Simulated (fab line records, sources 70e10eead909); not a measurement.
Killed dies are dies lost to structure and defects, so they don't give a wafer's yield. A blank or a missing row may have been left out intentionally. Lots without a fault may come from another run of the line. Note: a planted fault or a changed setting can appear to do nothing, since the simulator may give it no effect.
8D (eight disciplines) problem report, filled in by code -- flow nand_harc -- the parts of the form that need people (team, actions taken, sign-off) are left out

1. PROBLEM STATEMENT
Mean of cd_nm at NHARC_P_CONTACT_CD_MEAS_12: 96.0 nm across 3 wafers in 2 lots; on wafers with no fault it is 90.3 nm (standard deviation 0.68). Relative to the usual mean, that is a shift of +8.4 standard deviations.
The step: target cd 90 nm.
First observed at day 7 15:26: wafer L221.5, on cd_sem-01. The record holds 42 wafers of 14 lots with a number at this step. Rule for "out" (also "out of limits"): further than 4 standard deviations from the usual mean. Any other wafer with a number is counted as sound.

2. WHAT IT IS; WHAT IT IS NOT
question,is,is not
which readings at this step,cd_nm,-
which lots,"L221, L224","L218, L220, L225, L231, L232, L233, L234, L235, L236, L237, L239, L241"
which wafers of those lots,"L221.5, L221.6, L224.6","L221.1, L224.3, L224.4"
read on which gauges,"cd_sem-01, cd_sem-02",cd_sem-03
when,from day 7 15:26,"up to then (7 sound wafers); but 32 sound wafers of L224, L225, L231, L232, L233, L234, L235, L236, L237, L239, L241 came after"

3. WHAT RULES OUT EACH SUSPECT
Counting: if a tool at a process step up to the reading ran every lot that is out, it stays a suspect. Sound lots after the first of them don't rule it out here, since some wafers of a struck lot are sound.
- the gauge at NHARC_P_CONTACT_CD_MEAS_12 is ruled out. The wafers that are out were read on 2 gauges (cd_sem-01, cd_sem-02).
- rtp_anneal-01 at NHARC_P_GATE_RTA_80 (time 30 s): kept. It ran every lot that is out, first L221 (day 7 13:11).
- litho_track-04 at NHARC_P_CONTACT_PEB_10 (peb time 65 s): kept. It processed each lot that is out (first: L221, day 7 15:22); up to then, its last sound lot is L218 (day 5 23:52).
What counting leaves: rtp_anneal-01 at NHARC_P_GATE_RTA_80 and litho_track-04 at NHARC_P_CONTACT_PEB_10.

4. THE CAUSE (what the simulator had put in)
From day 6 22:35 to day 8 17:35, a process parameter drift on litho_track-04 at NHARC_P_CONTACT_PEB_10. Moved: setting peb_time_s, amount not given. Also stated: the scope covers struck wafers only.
Counting leaves 2 suspects; this tool is one of them.

5. SEQUENCE OF EFFECTS, ordered by route
Each row: a reading whose mean over the struck wafers that have a number lies more than 3 standard deviations from the usual. Readings are gone through only where the record gives a usual standard deviation; hours: the median, over the lots, of the time from a lot's start at the first step in this table giving one to that lot's start at this step; sigmas: the change measured in usual standard deviations.
hours,step,reading,usual,on struck wafers,change,sigmas
0,NHARC_P_CONTACT_CD_MEAS_12,cd_nm,90.3 nm,96.0,+5.7,+8.4

6. HOW IT WOULD HAVE BEEN CAUGHT EARLIER
Counted from the fault's start at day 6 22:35, it took 17 hours until the first out-of-limits reading at a measuring or inspecting step in this record, taken at day 7 15:26.
Tool readings at NHARC_P_CONTACT_PEB_10 with a usual standard deviation given in the record: none out on any struck wafer, hence no alarm at a limit of 4 standard deviations on them.
Among the 2 lots that are out, L224 began NHARC_P_CONTACT_PEB_10 on litho_track-04 after day 7 15:26. A hold on the tool at that time would have spared it.
